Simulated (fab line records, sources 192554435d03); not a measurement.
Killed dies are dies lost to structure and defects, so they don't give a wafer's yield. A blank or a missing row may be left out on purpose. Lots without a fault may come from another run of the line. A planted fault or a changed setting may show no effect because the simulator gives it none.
A struck lot beside a sound one | flow n5_finfet | 15 steps out of a route of 1938
Sound: wafers L433.2, L433.5, L433.6. Struck: wafer L449.2. (L449.6 of the same lot was not struck and is left out.) The cause comes at the end.
At each step with rows: each side's tool, then ch and its chambers, then its first start. Under that, the readings that differ: sound wafers | struck wafers | difference of the means | sigmas: that difference in standard deviations of wafers without a fault.
alike: readings whose means differ by less than 2 such deviations, and words and numbers that are the same on both sides. not compared: withheld readings, readings that some wafer has no value for, bounds like >300 that may hide the same value, and numbers for which the record gives no deviation and whose values overlap.
The two part at a step that has a row with sigmas, a row that says differs or no value, or rows on one side only. Numbers that don't overlap but have no deviation are shown without sigmas and don't part them. A reading that every wafer of one side lacks parts them only if that side has two wafers or more.

first, 3 steps without rows for these wafers: N5_MOL_CONTACT_COAG_CONTACT_ETCH_14 (etches SiO2 in C4F6/O2, target depth 27.5 nm, overetch 8.5 nm, time 20 s); N5_MOL_CONTACT_COAG_STRIP_109 (strips in C4F6/O2); N5_MOL_CONTACT_COAG_ETCH_15 (etches SiNx in CH3F/O2, stops on Si:P, target depth 7 nm).
N5_MOL_CONTACT_COAG_ETCH_110: etches Si in CF4/O2, target depth 2.5 nm, time 8 s.
  sound on rie_diel-03 ch 0,3, day 5 05:38; struck on rie_diel-02 ch 3, day 9 09:10
  alike: drypump_motor_current_A, mfc_ar_sccm, oes_product_au, rf_vpp_V, showerhead_plenum_p_Torr, throttle_valve_pct
  not compared: rf_hours_counter_h
N5_MOL_CONTACT_COAG_STRIP_98: strips in N2/H2.
  sound on rie_diel-03 ch 0,3, day 5 05:41; struck on rie_diel-02 ch 3, day 9 09:13
  alike: drypump_motor_current_A, h2_flow_sccm, oes_product_au, rf_vpp_V, showerhead_plenum_p_Torr, throttle_valve_pct
  not compared: rf_hours_counter_h
N5_MOL_CONTACT_COAG_CD_MEAS_99: target cd 17.2 nm.
  sound on cd_sem-02, day 5 05:46; struck on cd_sem-02, day 9 09:17
  alike: cd_nm
then, 3 steps without rows for these wafers: N5_MOL_CONTACT_COAG_IMPLANT_129; N5_MOL_CONTACT_COAG_PRECLEAN_111 (cleans in NF3:NH3, afs cycles 1, time 20 s, sublimation time 60 s); N5_MOL_CONTACT_COAG_TI_SIL_19 (material Ti, target thk 4.2 nm, time 15 s).
N5_MOL_CONTACT_COAG_ALD_20: deposits TiN, target thk 1.5 nm, pulse time 1 s, purge time 3 s.
  sound on ald_metal-02 ch 0,3, day 5 06:31; struck on ald_metal-03 ch 1, day 9 10:05
  alike: heater_power_w, precursor_pulse_height_rel
N5_MOL_CONTACT_COAG_SIL_ANNEAL_21: time 60 s.
  sound on rtp_anneal-01 ch 0, day 5 07:09; struck on rtp_anneal-02 ch 0, day 9 10:30
  reading             | sound             | struck | difference | sigmas
  lamp_power_pct (%)  | 6.06 6.06 6.05    | 6.36   | +0.30      | +2
  lamp_zone_7_pct (%) | 6.37 6.37 6.37    | 6.69   | +0.32      | +2
  wafer_temp_C_max    | 552.5 552.3 552.7 | 551.1  | -1.4       | -3
N5_MOL_CONTACT_COAG_PRE_CLEAN_141: time 60 s.
  sound on pvd_sputter-02, day 5 08:20; struck on pvd_sputter-02, day 9 11:17
  alike: heater_power_w
N5_MOL_CONTACT_COAG_SPUTTER_143: material Co, target thk 2.5 nm.
  sound on pvd_sputter-02, day 5 08:24; struck on pvd_sputter-02, day 9 11:21
  reading                                              | sound       | struck | difference | sigmas
  model.Co_of_MOL_CONTACT_COAG_SPUTTER_143.thk_nm (nm) | 2.6 2.4 2.6 | 0.8    | -1.7       |
  alike: chamber_pressure_pa, throttle_valve_pct
then, 1 step without rows for these wafers: N5_MOL_CONTACT_COAG_CO_FILL_22 (material Co, precursor CCTBA/H2, target thk 20 nm).
-- the record jumps here: 3 days lie between the struck wafers' starts before and after (it left off in module MOL_CONTACT_COAG and takes up again in module BEOL_M4, whose first step shown is number 1111 of the route) --
N5_BEOL_M4_RC_MEAS_101:
  sound on prober-01 ch 0, day 8 05:54; struck on prober-01 ch 0, day 12 18:51
  reading   | sound             | struck | difference | sigmas
  VT_N (mV) | 248.6 249.3 247.8 | 255.6  | +7.0       | +2
  alike: DIBL_N, DIBL_P, IOFF_N, IOFF_P, ION_N, ION_P, SS_N, SS_P, VT_P

WHERE THEY PART
First at N5_MOL_CONTACT_COAG_SIL_ANNEAL_21; last, within this record, at N5_BEOL_M4_RC_MEAS_101.

WHY: what the simulator had put in
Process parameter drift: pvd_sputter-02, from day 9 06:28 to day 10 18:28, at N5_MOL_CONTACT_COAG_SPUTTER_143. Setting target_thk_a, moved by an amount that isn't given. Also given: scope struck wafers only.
